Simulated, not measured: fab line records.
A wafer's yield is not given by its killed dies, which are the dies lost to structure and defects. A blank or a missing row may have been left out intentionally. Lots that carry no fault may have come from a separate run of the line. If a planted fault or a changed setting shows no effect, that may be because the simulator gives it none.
The tool behind it: which one?	flow nand_harc	11 lots with 33 wafers sampled at 4 steps, on a route of 1302 steps

== WHAT THE GAUGES SHOWED, per wafer ==
NHARC_A_M0_CD_MEAS_09: the cd target is 80 nm.
lot	measured	on	cd_nm (nm)
L245	day 22 13:38	cd_sem-01	79.3 79.6 79.6
L247	day 22 20:47	cd_sem-03	79.5 79.2 79.4
L248	day 23 19:39	cd_sem-03	79.6 79.4 79.5
L249	day 23 20:07	cd_sem-01	78.7 78.5 79.1
L250	day 24 02:33	cd_sem-02	79.3 79.0 79.7
L252	day 25 17:43	cd_sem-02	78.5 79.2 78.7
L253	day 26 14:44	cd_sem-03	108.4 107.9 108.4
L255	day 26 18:08	cd_sem-03	103.4 103.8 102.5
L259	day 28 15:40	cd_sem-02	79.2 80.3 80.3
L265	day 31 20:40	cd_sem-03	79.4 79.7 80.0
L268	day 32 02:04	cd_sem-01	79.2 78.8 79.1

== TOOL THAT RAN EACH LOT (tool first, then ch and the chambers of the sampled wafers, then the start) ==
lot	NHARC_A_BLC_ETCH_16	NHARC_A_BLC_STRIP_29	NHARC_A_M0_EXPOSE_06
L245	rie_diel-06 ch 2,3, day 22 09:53	rie_diel-06 ch 0,2,3, day 22 10:52	arfi_scanner-03 ch 0, day 22 13:30
L247	rie_diel-06 ch 0,1, day 22 17:02	rie_diel-06 ch 0,1, day 22 17:59	arfi_scanner-01 ch 0, day 22 20:39
L248	rie_diel-06 ch 0,3, day 23 15:50	rie_diel-06 ch 0,2,3, day 23 16:48	arfi_scanner-02 ch 0, day 23 19:31
L249	rie_diel-12 ch 1,2, day 23 16:20	rie_diel-04 ch 0,2,3, day 23 17:20	arfi_scanner-01 ch 0, day 23 19:59
L250	rie_diel-04 ch 0,2, day 23 22:47	rie_diel-06 ch 1,2,3, day 23 23:44	arfi_scanner-02 ch 0, day 24 02:25
L252	rie_diel-04 ch 2,3, day 25 13:24	rie_diel-04 ch 0,2, day 25 14:58	arfi_scanner-02 ch 0, day 25 17:35
L253	rie_diel-04 ch 1,2,3, day 26 10:48	rie_diel-06 ch 0,1,3, day 26 11:56	arfi_scanner-02 ch 0, day 26 14:37
L255	rie_diel-06 ch 0,1,2, day 26 14:28	rie_diel-12 ch 1,2,3, day 26 15:25	arfi_scanner-02 ch 0, day 26 18:00
L259	rie_diel-06 ch 0,2,3, day 28 11:55	rie_diel-12 ch 0,2,3, day 28 12:52	arfi_scanner-01 ch 0, day 28 15:32
L265	rie_diel-04 ch 2,3, day 31 16:21	rie_diel-06 ch 1,2,3, day 31 17:20	arfi_scanner-03 ch 0, day 31 20:31
L268	rie_diel-06 ch 2,3, day 31 22:19	rie_diel-04 ch 2,3, day 31 23:16	arfi_scanner-01 ch 0, day 32 01:56
- NHARC_A_BLC_ETCH_16: etches the open film in CF4, target depth 39 nm, time 65 s.
- NHARC_A_BLC_STRIP_29: strips in CF4.
- NHARC_A_M0_EXPOSE_06: exposes mask A M0, target cd 80 nm.

== THE ANSWER, worked out from the rows above alone ==
Rule: what is usual is taken from the lots themselves. The widest of any qualifying gaps counts: lots, ordered by their means at a reading, are off when they make up no more than a third of the lots, leave a main group of 4 or more, and stand apart from it by 3 or more times the standard deviation of that group's means. Not used: any main group whose means are identical at the precision the tables above print for the reading. Also off: a lot with no number at a reading for which 4 or more lots have one. Where the step has rows for the other lots, those lots are counted as sound.
Off: L253, L255, at NHARC_A_M0_CD_MEAS_09 (cd_nm). The main group has a mean of 79.3 nm with a standard deviation of 0.37.
If a tool, at a process step before that reading, ran all the lots that are off and no sound lot after the first of them, it fits. Those tools and the gauges at NHARC_A_M0_CD_MEAS_09 are tried in the same way. One fits: arfi_scanner-02 at NHARC_A_M0_EXPOSE_06. A fault onset in the window from L252 (day 25 17:35, its last sound lot) to L253 (day 26 14:37, its first lot off) fits.

== WHAT THE SIMULATOR HAD INSERTED ==
Process parameters drifting: arfi_scanner-02 at NHARC_A_M0_EXPOSE_06, beginning at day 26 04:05. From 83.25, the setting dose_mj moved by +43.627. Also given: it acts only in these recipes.
Shown lots that were struck: L253, L255. Same finding as the rule above.
